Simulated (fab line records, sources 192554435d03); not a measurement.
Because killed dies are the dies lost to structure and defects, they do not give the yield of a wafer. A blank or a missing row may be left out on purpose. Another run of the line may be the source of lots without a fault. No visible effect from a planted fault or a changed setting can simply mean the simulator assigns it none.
Chamber matching | flow n5 finfet | 3 sister chambers for N5_BEOL_M3_PRE_CLEAN_60 on cvd co-02
The step time 15 s. 18 wafers are shown with their chamber, then 9 later ones without.

WAFERS, EACH WITH ITS CHAMBER
wafer  | chamber | heater power w (W)
L076.1 | 0       | 88
L076.3 | 0       | 87
L076.5 | 0       | 86
L077.1 | 2       | 65
L077.2 | 0       | 85
L077.3 | 0       | 87
L083.2 | 2       | 66
L083.5 | 1       | 95
L083.6 | 0       | 88
L084.1 | 1       | 99
L084.3 | 2       | 65
L084.5 | 1       | 95
L086.2 | 1       | 97
L086.4 | 1       | 98
L086.5 | 0       | 88
L091.2 | 1       | 97
L091.5 | 0       | 85
L091.6 | 2       | 67

SIGNATURES (averages over the wafers above)
reading        | chamber 0 | chamber 1 | chamber 2 | scatter within a chamber
heater power w | 86.75     | 96.83     | 65.75     | 1.34
Rule: a wafer's distance from a chamber is the root of the sum, over the readings, of the square of ((its reading less the chamber's mean) divided by the reading's scatter). If the next closest chamber is less than 2 further off than the closest, the wafer can't be placed; otherwise it belongs to the closest. The scatter: the root of (the sum of the squares of (reading less its chamber's mean) over the shown wafers, divided by (wafers less chambers)).

WAFERS WITH NO CHAMBER GIVEN
wafer  | heater power w (W)
L090.2 | 96
L090.4 | 99
L090.5 | 88
L092.4 | 67
L092.5 | 66
L092.6 | 87
L095.1 | 67
L095.3 | 66
L095.4 | 88

WHICH CHAMBER EACH ONE RAN IN
wafer  | from the rows above | in truth
L090.2 | 1                   | 1
L090.4 | 1                   | 1
L090.5 | 0                   | 0
L092.4 | 2                   | 2
L092.5 | 2                   | 2
L092.6 | 0                   | 0
L095.1 | 2                   | 2
L095.3 | 2                   | 2
L095.4 | 0                   | 0
Correct placement for 9 of the 9. Number that these rows cannot place: 0. 0 placed wrongly.
